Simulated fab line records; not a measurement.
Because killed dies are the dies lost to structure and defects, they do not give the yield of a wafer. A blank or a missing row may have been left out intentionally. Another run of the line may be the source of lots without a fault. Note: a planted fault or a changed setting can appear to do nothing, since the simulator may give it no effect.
fab line records	flow n5-finfet	part 1 of 2: steps 1 to 20 of 29
[record] lots = 5	wafers = 15	last-day = 17
route steps=1938 shown BEOL_M5@1158
lots that met no fault: from a run of the same line without faults
start-h: hours from the record's opening day to when the first of the lot's shown wafers began	wait-h: hours since the lot's step before	" the same as in the row above	L1.1+2: a row that stands for several wafers	- no value, or no start given	* or withheld: withheld	< > ~ a bound
route shown NAME@n: names a module that has steps shown in the file, with the first one's number in the route	usual: mean/standard deviation taken from wafers without a fault	same: alike in all rows	chamber/n: place in a boat	sites: each site's reading	_std_site: their standard deviation	_edge_site: inner sites' mean taken away from outer sites' mean	radius-mm: how far each site lies from the wafer's centre	mask NAME#n: copy n	behind: the last tool/chamber to shape the wafer	hold: cause of the lot's hold/its duration in hours/its outcome	device: the transistor (n, p or np) that didn't switch	end of line: the route-end tests of the same wafers	where a step has no rows: the recipe by itself	killed: not the wafer's yield, but the dies lost to structure and defects at the first sort	map: dies across one wafer; x = killed, . = not, _ = none there
set.NAME: setting as actually run; set.NAME@STEP: the setting as run at that earlier step	model.NAME: the simulator's own value behind a step, which no gauge read
certain route steps with their lots: each step a table, each wafer a row
services: from which hour (start-h, from the record's first day; less than 0 if before it) a tool's chamber was out of use, for how many hours, and why
[[steps]]
[step N5_BEOL_M5_STRIP_85]
[recipe] chemistry = C4F6/O2	resist = SiARC	rf-frequency-hz = 6e+07
lot.wafer	tool	chamber	start-h	wait-h
L074.1+3+4	rie-diel-03	0,2,1	192.91	0.0
L081.1+3+4	rie-diel-03	2,0,1	222.73	0.0
L084.2+4+5	rie-diel-03	2,1,3	243.32	0.0
L093.1+3+6	rie-diel-04	2,1,2	289.29	0.0
L094.1+3+5	rie-diel-06	3,0,0	305.54	0.0
[step N5_BEOL_M5_STRIP_36]
[recipe] chemistry = N2/H2	power-w = 450	temp-c = 40	pressure-mtorr = 20	rf-frequency-hz = 6e+07	overash-fraction = 0.3	bias-power-w = 7	h2-frac = 0.5	n2-flow-sccm = 200	h2-flow-sccm = 200
[usual] drypump-motor-current-A = 5.8/0.37	oes-product-au = 0.78/0.091	rf-vpp-V = 59.3/1.4	showerhead-plenum-p-Torr = 2.53/0.076	temp-c = 40.01/0.11	throttle-valve-pct = 23.6/0.32
lot.wafer	tool	chamber	start-h	wait-h	drypump-motor-current-A	oes-product-au	rf-hours-counter-h	rf-vpp-V	showerhead-plenum-p-Torr	temp-c	throttle-valve-pct
L074.1	rie-diel-03	0	192.92	0.0	6.1	0.68	240	60.0	2.61	39.89	24.1
L074.3	"	2	"	"	5.7	0.82	76	57.1	2.46	39.88	23.3
L074.4	"	1	"	"	5.8	0.70	205	58.8	2.63	39.92	23.9
L081.1	rie-diel-03	2	222.74	0.0	5.7	0.80	84	56.5	2.46	39.91	23.3
L081.3	"	0	"	"	6.2	0.69	250	56.2	2.61	40.07	24.1
L081.4	"	1	"	"	5.7	0.70	213	60.7	2.63	39.91	23.8
L084.2	rie-diel-03	2	243.33	0.0	5.7	0.80	91	60.5	2.46	39.96	23.4
L084.4	"	1	"	"	5.8	0.68	-	60.5	2.63	39.90	23.8
L084.5	"	3	"	"	6.3	0.90	-	60.6	2.59	40.12	23.1
L093.1	rie-diel-04	2	289.30	0.0	6.4	0.95	10	61.7	2.61	40.28	23.6
L093.3	"	1	"	"	6.3	0.72	175	59.4	2.62	39.92	23.3
L093.6	"	2	"	"	6.4	0.95	-	59.4	2.61	40.00	23.6
L094.1	rie-diel-06	3	305.55	0.0	6.0	0.69	237	60.1	2.41	40.12	24.0
L094.3	"	0	"	"	5.4	0.68	227	58.7	2.49	40.06	24.0
L094.5	"	0	"	"	5.4	0.68	-	60.3	2.50	40.01	24.0
[step N5_BEOL_M5_TRENCH_ETCH_37]
[recipe] chemistry = C4F6/O2	target-depth-a = 716.52	target = SiCOH_lowk	time-s = 24.7	ion-energy-ev = 250	pressure-mtorr = 30	source-w = 345	bias-w = 185	Ar_flow_sccm = 300	C4F6_flow_sccm = 10	O2_flow_sccm = 10
[usual] drypump-motor-current-A = 5.8/0.37	mfc-ar-sccm = 300.0/0.91	oes-product-au = 0.78/0.092	rf-vpp-V = 663/9.2	showerhead-plenum-p-Torr = 2.84/0.079	throttle-valve-pct = 20.95/0.28
lot.wafer	tool	chamber	start-h	wait-h	drypump-motor-current-A	mfc-ar-sccm	oes-product-au	rf-hours-counter-h	rf-vpp-V	showerhead-plenum-p-Torr	throttle-valve-pct
L074.1	rie-diel-03	0	-	-	6.2	299.9	0.68	240	674	2.92	21.26
L074.3	"	2	"	"	5.7	299.2	0.83	76	664	2.80	20.89
L074.4	"	1	"	"	5.7	298.9	0.68	205	658	2.93	20.99
L081.1	rie-diel-03	2	-	-	5.7	298.2	0.83	84	663	2.79	20.90
L081.3	"	0	"	"	6.2	299.9	0.68	250	673	2.91	21.28
L081.4	"	1	"	"	5.7	300.5	0.67	213	658	2.93	21.03
L084.2	rie-diel-03	2	-	-	5.7	299.6	0.82	91	664	2.79	20.91
L084.4	"	1	"	"	5.7	300.0	0.67	-	657	2.93	21.04
L084.5	"	3	"	"	6.3	300.1	0.90	-	670	2.90	20.45
L093.1	rie-diel-04	2	-	-	6.4	299.5	0.95	10	671	2.90	20.85
L093.3	"	1	"	"	6.3	301.5	0.72	175	663	2.98	21.09
L093.6	"	2	"	"	6.4	298.3	0.95	-	670	2.90	20.85
L094.1	rie-diel-06	3	-	-	6.0	300.5	0.68	237	648	2.69	21.23
L094.3	"	0	"	"	5.4	300.8	0.69	227	674	2.81	21.39
L094.5	"	0	"	"	5.4	300.3	0.69	-	671	2.81	21.42
[step N5_BEOL_M5_ETCH_41]
[recipe] chemistry = CH3F/O2	target = SiCN	target-depth-a = 315	taper-deg = 2	time-s = 56.7	ion-energy-ev = 120	mask-material = TiN	pressure-mtorr = 30	source-w = 395	bias-w = 75	Ar_flow_sccm = 150	CH3F_flow_sccm = 30	O2_flow_sccm = 20
[usual] drypump-motor-current-A = 5.8/0.37	mfc-ar-sccm = 150.0/0.49	oes-product-au = 0.78/0.092	rf-vpp-V = 297.3/1.4	showerhead-plenum-p-Torr = 2.00/0.058	throttle-valve-pct = 16.35/0.29
lot.wafer	tool	chamber	start-h	wait-h	drypump-motor-current-A	mfc-ar-sccm	oes-product-au	rf-hours-counter-h	rf-vpp-V	showerhead-plenum-p-Torr	throttle-valve-pct
L074.1	rie-diel-03	0	-	-	6.2	150.0	0.68	240	296.4	2.05	16.69
L074.3	"	2	"	"	5.7	150.1	0.83	76	296.6	1.96	16.20
L074.4	"	1	"	"	5.7	150.7	0.68	205	297.7	2.06	16.48
L081.1	rie-diel-03	2	-	-	5.7	150.6	0.83	84	296.6	1.96	16.21
L081.3	"	0	"	"	6.2	149.8	0.68	250	298.6	2.05	16.71
L081.4	"	1	"	"	5.7	149.1	0.68	213	299.1	2.06	16.48
L084.2	rie-diel-03	2	-	-	5.7	150.4	0.82	91	295.5	1.96	16.22
L084.4	"	1	"	"	5.7	150.5	0.67	-	299.2	2.06	16.50
L084.5	"	3	"	"	6.3	151.0	0.90	-	298.4	2.04	15.86
L093.1	rie-diel-04	2	-	-	6.4	149.9	0.95	10	298.5	2.04	16.22
L093.3	"	1	"	"	6.3	149.7	0.72	176	299.8	2.09	16.46
L093.6	"	2	"	"	6.4	150.5	0.95	-	298.1	2.04	16.21
L094.1	rie-diel-06	3	-	-	6.0	149.1	0.67	237	294.7	1.89	16.68
L094.3	"	0	"	"	5.4	149.7	0.68	227	295.9	1.98	16.82
L094.5	"	0	"	"	5.4	149.9	0.69	-	297.6	1.98	16.81
[step N5_BEOL_M5_STRIP_91]
[recipe] chemistry = N2/H2	time-s = 10	power-w = 450	temp-c = 40	pressure-mtorr = 20	rf-frequency-hz = 6e+07	bias-power-w = 7	n2-flow-sccm = 200	h2-flow-sccm = 200
[usual] drypump-motor-current-A = 5.8/0.37	oes-product-au = 0.78/0.09	rf-vpp-V = 59.0/0.78	showerhead-plenum-p-Torr = 2.53/0.076	temp-c = 39.99/0.12	throttle-valve-pct = 23.6/0.32
lot.wafer	tool	chamber	start-h	wait-h	drypump-motor-current-A	oes-product-au	rf-hours-counter-h	rf-vpp-V	showerhead-plenum-p-Torr	temp-c	throttle-valve-pct
L074.1	rie-diel-03	0	-	-	6.2	0.68	240	59.1	2.61	40.10	24.1
L074.3	"	2	"	"	5.7	0.82	76	58.3	2.46	39.92	23.3
L074.4	"	1	"	"	5.8	0.70	205	57.9	2.63	40.02	23.8
L081.1	rie-diel-03	2	-	-	5.7	0.81	84	58.1	2.46	39.95	23.3
L081.3	"	0	"	"	6.2	0.69	250	59.2	2.61	40.01	24.1
L081.4	"	1	"	"	5.8	0.70	213	59.1	2.63	40.19	23.9
L084.2	rie-diel-03	2	-	-	5.7	0.81	91	59.6	2.46	40.07	23.3
L084.4	"	1	"	"	5.7	0.68	-	59.7	2.63	40.11	23.8
L084.5	"	3	"	"	6.4	0.90	-	58.6	2.59	40.21	23.1
L093.1	rie-diel-04	2	-	-	6.4	0.94	10	58.9	2.61	39.94	23.7
L093.3	"	1	"	"	6.3	0.72	176	60.4	2.62	40.01	23.3
L093.6	"	2	"	"	6.4	0.94	-	60.1	2.61	40.00	23.7
L094.1	rie-diel-06	3	-	-	6.0	0.68	237	58.8	2.41	40.19	23.9
L094.3	"	0	"	"	5.4	0.67	227	59.4	2.49	39.81	24.0
L094.5	"	0	"	"	5.4	0.68	-	60.0	2.49	39.91	24.0
[step N5_BEOL_M5_OCD_MEAS_38]
[usual] trench-depth-nm = 70.7/1.9
lot.wafer	tool	chamber	start-h	wait-h	trench-depth-nm
L074.1	ocd-01	-	193.12	-	69.7
L074.3	"	-	"	"	72.8
L074.4	"	-	"	"	68.1
L081.1	ocd-02	-	222.93	-	74.2
L081.3	"	-	"	"	70.4
L081.4	"	-	"	"	68.4
L084.2	ocd-02	-	243.53	-	73.1
L084.4	"	-	"	"	68.1
L084.5	"	-	"	"	68.7
L093.1	ocd-01	-	289.49	-	74.0
L093.3	"	-	"	"	69.0
L093.6	"	-	"	"	73.7
L094.1	ocd-02	-	305.74	-	69.5
L094.3	"	-	"	"	70.8
L094.5	"	-	"	"	71.0
[step N5_BEOL_M5_HM_STRIP_39]
[recipe] chemistry = peroxide-tin-strip	material = TiN	target-depth-a = 250	temp-c = 50	time-s = 158
[usual] bath-guard-temp-C = 50.1/0.59	bath-heat-duty-pct = 6.9/0.93	temp-c = 50.00/0.12
lot.wafer	tool	chamber	start-h	wait-h	bath-guard-temp-C	bath-heat-duty-pct	temp-c
L074.1	wet-bench-03	6	193.15	0.0	49.6	8.5	50.15
L074.3	"	3	"	"	50.5	6.9	50.04
L074.4	"	4	"	"	51.0	7.7	49.99
L081.1	wet-bench-05	0	222.97	0.0	50.3	5.4	49.78
L081.3	"	6	"	"	50.2	7.9	49.93
L081.4	"	5	"	"	50.3	7.5	49.96
L084.2	wet-bench-03	3	243.56	0.0	50.5	7.2	50.04
L084.4	"	1	"	"	49.8	9.4	49.95
L084.5	"	0	"	"	50.1	5.8	49.94
L093.1	wet-bench-05	0	289.52	0.0	50.5	6.1	50.12
L093.3	"	7	"	"	50.8	5.6	50.24
L093.6	"	5	"	"	50.2	6.3	50.01
L094.1	wet-bench-01	6	305.78	0.0	50.0	5.3	50.00
L094.3	"	2	"	"	50.6	8.1	49.78
L094.5	"	0	"	"	49.5	8.4	50.11
[step N5_BEOL_M5_SRD_40]
[recipe] time-s = 30	temp-c = 23	rinse-liquid = diw	dry = ipa-marangoni
[usual] bath-heat-duty-pct = 3.5/0.55	temp-c = 23.00/0.094
lot.wafer	tool	chamber	start-h	wait-h	bath-heat-duty-pct	temp-c
L074.1	wet-bench-03	6	193.20	0.0	3.7	22.99
L074.3	"	3	"	"	3.3	23.08
L074.4	"	4	"	"	4.3	22.99
L081.1	wet-bench-05	0	223.01	0.0	2.4	23.00
L081.3	"	6	"	"	3.6	23.04
L081.4	"	5	"	"	3.4	22.98
L084.2	wet-bench-03	3	243.60	0.0	3.8	23.01
L084.4	"	1	"	"	4.8	23.02
L084.5	"	0	"	"	2.9	22.95
L093.1	wet-bench-05	0	289.57	0.0	3.3	23.05
L093.3	"	7	"	"	4.0	23.09
L093.6	"	5	"	"	3.3	23.07
L094.1	wet-bench-01	6	305.82	0.0	2.7	22.91
L094.3	"	2	"	"	3.5	22.87
L094.5	"	0	"	"	4.5	23.04
[step N5_BEOL_M5_PRECLEAN_42]
[recipe] chemistry = residue-remover	time-s = 60	temp-c = 40
[usual] bath-guard-temp-C = 40.1/0.61	bath-heat-duty-pct = 4.4/0.66	temp-c = 40.01/0.11
lot.wafer	tool	chamber	start-h	wait-h	bath-guard-temp-C	bath-heat-duty-pct	temp-c
L074.1	wet-bench-03	6	193.21	0.0	39.7	4.3	39.99
L074.3	"	3	"	"	40.7	3.8	40.03
L074.4	"	4	"	"	40.7	4.0	40.12
L081.1	wet-bench-05	0	223.03	0.0	40.7	4.1	39.94
L081.3	"	6	"	"	39.9	4.0	40.02
L081.4	"	5	"	"	40.4	4.5	40.20
L084.2	wet-bench-03	3	243.62	0.0	40.3	4.5	39.79
L084.4	"	1	"	"	40.0	5.6	40.03
L084.5	"	0	"	"	39.8	3.1	39.74
L093.1	wet-bench-05	0	289.59	0.0	40.3	3.7	40.06
L093.3	"	7	"	"	40.6	4.4	40.10
L093.6	"	5	"	"	40.3	4.4	40.25
L094.1	wet-bench-01	6	305.84	0.0	40.2	3.5	39.78
L094.3	"	2	"	"	40.5	4.6	40.10
L094.5	"	0	"	"	39.7	4.0	40.04
[step N5_BEOL_M5_SRD_43]
[recipe] time-s = 30	temp-c = 23	rinse-liquid = diw	dry = ipa-marangoni
[usual] bath-heat-duty-pct = 3.6/0.55	temp-c = 23.00/0.11
lot.wafer	tool	chamber	start-h	wait-h	bath-heat-duty-pct	temp-c
L074.1	wet-bench-03	6	193.23	0.0	4.4	22.91
L074.3	"	3	"	"	3.3	22.97
L074.4	"	4	"	"	3.6	22.89
L081.1	wet-bench-05	0	223.05	0.0	3.8	22.99
L081.3	"	6	"	"	4.3	23.09
L081.4	"	5	"	"	3.9	23.01
L084.2	wet-bench-03	3	243.64	0.0	3.5	23.10
L084.4	"	1	"	"	5.1	23.23
L084.5	"	0	"	"	2.7	23.04
L093.1	wet-bench-05	0	289.60	0.0	3.2	22.92
L093.3	"	7	"	"	2.6	23.13
L093.6	"	5	"	"	3.4	22.97
L094.1	wet-bench-01	6	305.86	0.0	3.4	22.86
L094.3	"	2	"	"	3.1	22.86
L094.5	"	0	"	"	4.1	23.06
[step N5_BEOL_M5_CD_MEAS_35]
[recipe] target-cd-nm = 28	target-cd-y-nm = 24	polarity = opening
[usual] cd-nm = 28.0/0.36
lot.wafer	tool	chamber	start-h	wait-h	cd-nm
L074.1	cd-sem-01	-	193.27	0.0	28.3
L074.3	"	-	"	"	27.8
L074.4	"	-	"	"	27.8
L081.1	cd-sem-02	-	223.09	0.0	28.2
L081.3	"	-	"	"	28.3
L081.4	"	-	"	"	27.9
L084.2	cd-sem-02	-	243.68	0.0	28.2
L084.4	"	-	"	"	27.5
L084.5	"	-	"	"	27.9
L093.1	cd-sem-02	-	289.64	0.0	27.5
L093.3	"	-	"	"	27.8
L093.6	"	-	"	"	28.0
L094.1	cd-sem-02	-	305.90	0.0	28.6
L094.3	"	-	"	"	27.8
L094.5	"	-	"	"	27.7
[step N5_BEOL_M5_CURE_80]
[recipe] temp-c = 370	time-s = 120	ambient = DMADMS/He	material = SiCOH_lowk
[usual] lamp-power-pct = 52.31/0.055	wafer_temp_C_max = 372.0/0.97
lot.wafer	tool	chamber	start-h	wait-h	lamp-power-pct	wafer_temp_C_max
L074.1	uv-cure-01	1	193.31	0.0	52.28	371.4
L074.3	"	1	"	"	52.34	371.5
L074.4	"	1	"	"	52.25	371.2
L081.1	uv-cure-02	0	223.13	0.0	52.22	371.3
L081.3	"	0	"	"	52.40	371.7
L081.4	"	0	"	"	52.29	371.6
L084.2	uv-cure-02	1	243.77	0.1	52.35	371.0
L084.4	"	1	"	"	52.30	370.9
L084.5	"	1	"	"	52.28	371.2
L093.1	uv-cure-03	2	289.68	0.0	52.26	370.8
L093.3	"	2	"	"	52.22	371.2
L093.6	"	2	"	"	52.33	371.4
L094.1	uv-cure-02	2	305.94	0.0	52.27	372.2
L094.3	"	2	"	"	52.26	373.2
L094.5	"	2	"	"	52.28	373.6
[step N5_BEOL_M5_DEGAS_44]
[recipe] ambient = vacuum	temp-c = 250	time-s = 60
[usual] heater-power-w = 325/32
lot.wafer	tool	chamber	start-h	wait-h	heater-power-w
L074.1	pvd-sputter-02	-	194.25	0.9	286
L074.3	"	-	"	"	337
L074.4	"	-	"	"	299
L081.1	pvd-sputter-03	-	224.34	1.2	315
L081.3	"	-	"	"	295
L081.4	"	-	"	"	348
L084.2	pvd-sputter-02	-	244.53	0.7	281
L084.4	"	-	"	"	340
L084.5	"	-	"	"	348
L093.1	pvd-sputter-02	-	290.32	0.6	338
L093.3	"	-	"	"	348
L093.6	"	-	"	"	339
L094.1	pvd-sputter-03	-	306.66	0.6	308
L094.3	"	-	"	"	294
L094.5	"	-	"	"	308
[step N5_BEOL_M5_PRE_CLEAN_45]
[recipe] gas = H2/He	time-s = 30	temp-c = 250
[usual] heater-power-w = 325/31
lot.wafer	tool	chamber	start-h	wait-h	heater-power-w
L074.1	pvd-sputter-02	-	194.29	0.0	283
L074.3	"	-	"	"	337
L074.4	"	-	"	"	303
L081.1	pvd-sputter-03	-	224.38	0.0	309
L081.3	"	-	"	"	296
L081.4	"	-	"	"	362
L084.2	pvd-sputter-02	-	244.57	0.0	282
L084.4	"	-	"	"	329
L084.5	"	-	"	"	338
L093.1	pvd-sputter-02	-	290.36	0.0	343
L093.3	"	-	"	"	352
L093.6	"	-	"	"	335
L094.1	pvd-sputter-03	-	306.71	0.0	319
L094.3	"	-	"	"	298
L094.5	"	-	"	"	303
[step N5_BEOL_M5_ALD_86]
[recipe] material = TaN	target-thk-a = *	temp-c = 275	ald-precursor-family = PDMAT	ald-co-reactant = NH3	pressure-torr = 3	carrier-flow-sccm = 1500	pulse-time-s = 2	purge-time-s = 3	co-reactant-purge-time-s = 2	co-reactant-pulse-time-s = 3	ald-cycles = 30	precursor-vessel-temp-c = 75	precursor-vessel-pressure-torr = 26.25	precursor-vessel-carrier-sccm = 1000
[usual] heater-power-w = 417/46
lot.wafer	tool	chamber	start-h	wait-h	heater-power-w
L074.1	ald-metal-04	3	194.37	0.1	463
L074.3	"	1	"	"	346
L074.4	"	0	"	"	416
L081.1	ald-metal-04	1	224.44	0.0	346
L081.3	"	2	"	"	393
L081.4	"	3	"	"	457
L084.2	ald-metal-02	3	244.63	0.0	472
L084.4	"	0	"	"	361
L084.5	"	3	"	"	460
L093.1	ald-metal-02	0	290.56	0.2	360
L093.3	"	2	"	"	480
L093.6	"	1	"	"	427
L094.1	ald-metal-04	2	306.80	0.1	400
L094.3	"	3	"	"	450
L094.5	"	0	"	"	413
[step N5_BEOL_M5_SURFACE_TREAT_87]
[recipe] gas = Ar	time-s = *	ion-energy-ev = *	ion-current-ma-cm2 = 0.5	pressure-mtorr = *	ar-flow-sccm = 30
[usual] throttle-valve-pct = *
lot.wafer	tool	chamber	start-h	wait-h	throttle-valve-pct
L074.1	pvd-sputter-02	-	194.83	0.4	*
L074.3	"	-	"	"	*
L074.4	"	-	"	"	*
L081.1	pvd-sputter-02	-	224.68	0.1	*
L081.3	"	-	"	"	*
L081.4	"	-	"	"	*
L084.2	pvd-sputter-01	-	244.94	0.2	*
L084.4	"	-	"	"	*
L084.5	"	-	"	"	*
L093.1	pvd-sputter-02	-	290.84	0.2	*
L093.3	"	-	"	"	*
L093.6	"	-	"	"	*
L094.1	pvd-sputter-03	-	307.03	0.1	*
L094.3	"	-	"	"	*
L094.5	"	-	"	"	*
[step N5_BEOL_M5_CVD_47]
[recipe] material = Co	target-thk-a = 30	temp-c = withheld	precursor = CCTBA/H2	pressure-torr = 30	time-s = 216
lot.wafer	tool	chamber	start-h	wait-h
L074.1+3+4	cvd-co-01	0,2,1	194.90	0.0
L081.1+3+4	cvd-co-02	0,1,1	224.74	0.0
L084.2+4+5	cvd-co-02	1,0,2	245.00	0.0
L093.1+3+6	cvd-co-02	1,0,2	290.92	0.1
L094.1+3+5	cvd-co-01	0,1,0	307.09	0.0
[step N5_BEOL_M5_SPUTTER_48]
[recipe] material = Cu	target-thk-a = 150	temp-c = -20	chamber-pressure-pa = 0.07	power-w = withheld	time-s = 27.62
[usual] substrate-temp-c = -20.01/0.11	throttle-valve-pct = 30.2/1
lot.wafer	tool	chamber	start-h	wait-h	substrate-temp-c	throttle-valve-pct
L074.1	pvd-sputter-01	-	195.09	0.1	-19.86	31.0
L074.3	"	-	"	"	-20.10	29.6
L074.4	"	-	"	"	-19.99	30.0
L081.1	pvd-sputter-02	-	224.90	0.1	-20.04	31.2
L081.3	"	-	"	"	-20.04	27.9
L081.4	"	-	"	"	-20.08	29.5
L084.2	pvd-sputter-01	-	245.18	0.1	-20.00	30.3
L084.4	"	-	"	"	-19.91	30.5
L084.5	"	-	"	"	-19.87	29.8
L093.1	pvd-sputter-02	-	292.80	1.8	-19.93	29.4
L093.3	"	-	"	"	-20.15	29.8
L093.6	"	-	"	"	-19.81	31.6
L094.1	pvd-sputter-03	-	307.26	0.1	-20.15	29.9
L094.3	"	-	"	"	-20.10	29.3
L094.5	"	-	"	"	-19.89	31.8
[step N5_BEOL_M5_ANNEAL_49]
[recipe] temp-c = 400	time-s = 1800	ambient = vacuum
[usual] heater-power-w = 824/89
lot.wafer	tool	chamber	start-h	wait-h	heater-power-w
L074.1	pvd-sputter-01	-	195.17	0.0	835
L074.3	"	-	"	"	1048
L074.4	"	-	"	"	828
L081.1	pvd-sputter-02	-	224.98	0.0	741
L081.3	"	-	"	"	717
L081.4	"	-	"	"	858
L084.2	pvd-sputter-01	-	245.26	0.0	824
L084.4	"	-	"	"	856
L084.5	"	-	"	"	1051
L093.1	pvd-sputter-02	-	292.88	0.0	837
L093.3	"	-	"	"	850
L093.6	"	-	"	"	757
L094.1	pvd-sputter-03	-	307.35	0.0	891
L094.3	"	-	"	"	793
L094.5	"	-	"	"	743
[step N5_BEOL_M5_SPUTTER_81]
[recipe] material = Cu	target-thk-a = 150	temp-c = -20	chamber-pressure-pa = 0.07	power-w = withheld	time-s = 27.62
[usual] substrate-temp-c = -20.00/0.12	throttle-valve-pct = 30.1/1
lot.wafer	tool	chamber	start-h	wait-h	substrate-temp-c	throttle-valve-pct
L074.1	pvd-sputter-01	-	196.18	0.5	-20.12	30.9
L074.3	"	-	"	"	-20.00	29.3
L074.4	"	-	"	"	-20.01	29.6
L081.1	pvd-sputter-02	-	225.98	0.5	-19.73	31.6
L081.3	"	-	"	"	-20.08	28.1
L081.4	"	-	"	"	-20.12	29.7
L084.2	pvd-sputter-01	-	246.26	0.5	-20.01	29.8
L084.4	"	-	"	"	-20.08	30.8
L084.5	"	-	"	"	-19.96	29.5
L093.1	pvd-sputter-02	-	293.88	0.5	-19.80	29.6
L093.3	"	-	"	"	-19.98	29.9
L093.6	"	-	"	"	-20.10	31.8
L094.1	pvd-sputter-03	-	308.48	0.6	-20.06	29.9
L094.3	"	-	"	"	-20.16	29.4
L094.5	"	-	"	"	-20.19	31.9
